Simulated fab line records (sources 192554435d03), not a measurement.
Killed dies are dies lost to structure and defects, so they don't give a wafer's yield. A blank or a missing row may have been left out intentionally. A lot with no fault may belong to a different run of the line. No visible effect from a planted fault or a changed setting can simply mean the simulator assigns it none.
Comparing a struck lot with a sound one | flow n5 finfet | 37 steps out of a route of 1938
Sound: these wafers, L343.2, L343.5, L343.6. Struck: wafer L349.5. (L349.2, L349.4 of the same lot were not struck and are left out.) The cause comes at the end.
Each step with rows lists, per side, the tool, then ch with its chambers, then its first start. Under that, the readings that differ: sound wafers | struck wafers | difference of the means | sigmas: that difference in standard deviations of wafers without a fault.
alike: same words and numbers on both sides, and readings whose means sit less than 2 such deviations apart. not compared: any withheld reading, any reading some wafer has no value for, any bound like >300 that may hide the same value, and any number with overlapping values for which the record gives no deviation.
A row with sigmas, a row that says differs or no value, or rows on one side alone: a step with any of these is where the two part. Numbers that don't overlap but have no deviation are shown without sigmas and don't part them. Lack of a reading on every wafer of one side parts them only where that side has two or more wafers.

first, 9 steps without rows for these wafers: N5_BEOL_M11_ALD_74 (deposits TaN, target thk 2 nm, pulse time 2 s, purge time 3 s); N5_BEOL_M11_SURFACE_TREAT_76; N5_BEOL_M11_CVD_75 (deposits Co from CCTBA/H2, target thk 2 nm, time 138.9 s); N5_BEOL_M11_SPUTTER_48 (material Cu, target thk 12 nm, time 2 s); N5_BEOL_M11_ECD_50 (material Cu, target thk 318 nm); N5_BEOL_M11_ANNEAL_51 (time 90 s); N5_BEOL_M11_CMP_52 (polishes, stops on SiCOH lowk, t overpolish 7 s, target thk 140 nm); N5_BEOL_M11_PRE_CLEAN_55 (time 15 s); N5_BEOL_M11_DEP_56 (deposits SiCN from 3MS/NH3, target thk 30 nm, time 10.5 s).
N5_BEOL_M12_ILD_DEP_00: deposits SiOC from DEMS/O2, target thk 658.92 nm, time 130.7 s.
  sound on pecvd-02 ch 1,2, day 13 10:58; struck on pecvd-01 ch 0, day 15 14:14
  reading                                       | sound             | struck | difference | sigmas
  run length s (s)                              | 175.5 175.3 176.0 | 185.1  | +9.5       | +20
  showerhead plenum p Torr (Torr)               | 5.693 5.679 5.680 | 5.709  | +0.025     | +2
  model.SiOC_of_BEOL_M12_ILD_DEP_00.thk nm (nm) | 648.4 663.8 666.2 | 699.4  | +39.9      |
  alike: heater power w, throttle valve pct
N5_BEOL_M12_THK_MEAS_01:
  sound: film metro-02 at day 13 11:05; struck: film metro-02 at day 15 14:22
  reading          | sound       | struck | difference | sigmas
  M12_ILD_THK (nm) | 649 664 666 | 700    | +40        | +4
then, 10 steps without rows for these wafers: N5_BEOL_M12_COAT_58 (time 60 s, resist thk 89 nm); N5_BEOL_M12_COAT_04 (resist thk 400 nm); N5_BEOL_M12_EBR_06; N5_BEOL_M12_SOFTBAKE_05 (time 60 s); N5_BEOL_M12_EXPOSE_07 (exposes mask V11); N5_BEOL_M12_PEB_08 (peb time 90 s); N5_BEOL_M12_DEVELOP_09 (develop time 45 s); N5_BEOL_M12_HARDBAKE_14 (time 120 s); N5_BEOL_M12_DESCUM_15 (chemistry O2, time 7.9 s); N5_BEOL_M12_ETCH_59 (etches BARC in N2/H2, target depth 89 nm, overetch 26.7 nm, time 67.9 s).
N5_BEOL_M12_VIA_ETCH_16: etches SiOC in C4F8/O2/Ar, target depth 724.8 nm.
  sound on rie diel-06 ch 0,2,3, day 13 11:41; struck on rie diel-04 ch 0, day 15 15:08
  reading                                    | sound             | struck | difference | sigmas
  O2_flow_sccm (sccm)                        | 7.942 8.001 7.980 | 8.055  | +0.081     | +4
  model.etch.depth nm (nm)                   | 648.5 663.8 666.2 | 699.5  | +40.0      |
  model.coat_of_BEOL_M12_COAT_04.thk nm (nm) | 126.4 123.8 121.4 | 109.6  | -14.3      |
  alike: C4F8_flow_sccm, drypump motor current A, oes product au, rf vpp V, showerhead plenum p Torr, throttle valve pct
N5_BEOL_M12_STRIP_63: strips in N2/H2.
  sound on plasma asher-01 ch 0,1, day 13 11:53; struck on plasma asher-02 ch 0, day 15 15:20
  reading                      | sound          | struck | difference | sigmas
  drypump motor current A (A)  | 5.83 5.85 5.53 | 5.22   | -0.52      | -2
  heater power w (W)           | 384 368 386    | 300    | -79        | -2
  strip time to endpoint s (s) | 43.4 42.7 42.1 | 38.8   | -3.9       | -4
  alike: h2 flow sccm, oes product au
  not compared: rf hours counter h
then, 12 steps without rows for these wafers: N5_BEOL_M12_STRIP_64 (strips in N2/H2); N5_BEOL_M12_STRIP_71 (strips in post etch residue remover, time 60 s); N5_BEOL_M12_SRD_72 (time 30 s, dry time 30 s); N5_BEOL_M12_COAT_65 (time 60 s, resist thk 300 nm); N5_BEOL_M12_COAT_66 (time 60 s, resist thk 110 nm); N5_BEOL_M12_COAT_22 (resist thk 300 nm); N5_BEOL_M12_EBR_24; N5_BEOL_M12_SOFTBAKE_23 (time 60 s); N5_BEOL_M12_EXPOSE_25 (exposes mask M12); N5_BEOL_M12_PEB_26 (peb time 90 s); N5_BEOL_M12_DEVELOP_27 (develop time 45 s); N5_BEOL_M12_HARDBAKE_32 (time 120 s).
N5_BEOL_M12_CMP_49: polishes, stops on SiOC, t overpolish 20.6 s, target thk 320 nm.
  sound on cmp-04 ch 0,1,2, day 13 22:49; struck on cmp-04 ch 3, day 15 18:08
  reading                                       | sound             | struck | difference | sigmas
  model.SiOC_of_BEOL_M12_ILD_DEP_00.thk nm (nm) | 588.4 603.8 608.6 | 640    | +40        |
  alike: motor current A
N5_PASSIVATION_PROBE_49:
  sound: prober-02 at day 15 09:59; struck: prober-01 at day 17 05:14
  reading               | sound       | struck | difference | sigmas
  sort_bin_6_memory (%) | 2.2 2.9 2.0 | 4.0    | +1.6       | +2
  alike: defect limited yield, killed_at_M0_to_M3, killed_at_M4_up, killed at contacts, killed at front end, killed at other, killed dies, killed on rim, killed open, killed short, sort_bin_5_function, sort_bin_8_speed, sort n pass, sort yield pct

== WHERE THEY PART ==
Earliest at N5_BEOL_M12_ILD_DEP_00; latest, in this record, at N5_PASSIVATION_PROBE_49.

WHY: what the simulator had put in
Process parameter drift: pecvd-01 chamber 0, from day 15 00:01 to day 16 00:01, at N5_BEOL_M12_ILD_DEP_00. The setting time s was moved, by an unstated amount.
